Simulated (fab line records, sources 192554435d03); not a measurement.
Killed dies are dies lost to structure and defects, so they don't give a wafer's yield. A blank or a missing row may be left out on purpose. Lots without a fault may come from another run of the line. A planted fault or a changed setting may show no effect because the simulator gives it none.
Which tool did it? | flow n5_finfet | 12 lots, 36 wafers sampled, at 1 step of a route of 1938

WHAT THE GAUGES READ, wafer by wafer
N5_BEOL_M1_INSPECT_30: inspects for defects (brightfield).
lot  | measured     | on                | raw_defect_count
L075 | day 6 10:22  | defect_inspect-02 | 595 503 604
L077 | day 6 19:36  | defect_inspect-01 | 316 534 402
L079 | day 7 07:07  | defect_inspect-02 | 411 510 493
L081 | day 7 18:24  | defect_inspect-01 | 369 479 662
L083 | day 8 13:16  | defect_inspect-02 | 470 508 444
L085 | day 8 20:43  | defect_inspect-02 | 517 571 612
L087 | day 9 12:22  | defect_inspect-01 | 727 903 510
L089 | day 9 23:36  | defect_inspect-01 | 385 267 379
L091 | day 10 09:40 | defect_inspect-01 | 396 395 462
L093 | day 10 22:40 | defect_inspect-01 | 220 391 239
L095 | day 11 09:20 | defect_inspect-01 | 342 314 404
L097 | day 11 20:07 | defect_inspect-01 | 610 591 503

WHICH TOOL RAN EACH LOT (tool, then ch and the chambers of the sampled wafers, then the start)
The record holds no process step before these readings.

THE ANSWER, worked out from the rows above alone
Rule: what is usual is taken from the lots themselves. Put in order of their means at a reading, lots are off if they are a third of the lots or fewer, leave a main group of 4 or more, and stand apart from it by a gap of 3 or more times the standard deviation of the main group's means; of several such gaps the widest counts. A main group whose means are all the same, to the digits that the tables above print for the reading, isn't used. A lot without any number at a reading at which 4 lots or more have one is off too. The other lots that the step has rows for count as sound.
No lot is off at any reading shown: from this, nothing can be told.

WHAT THE SIMULATOR HAD PUT IN
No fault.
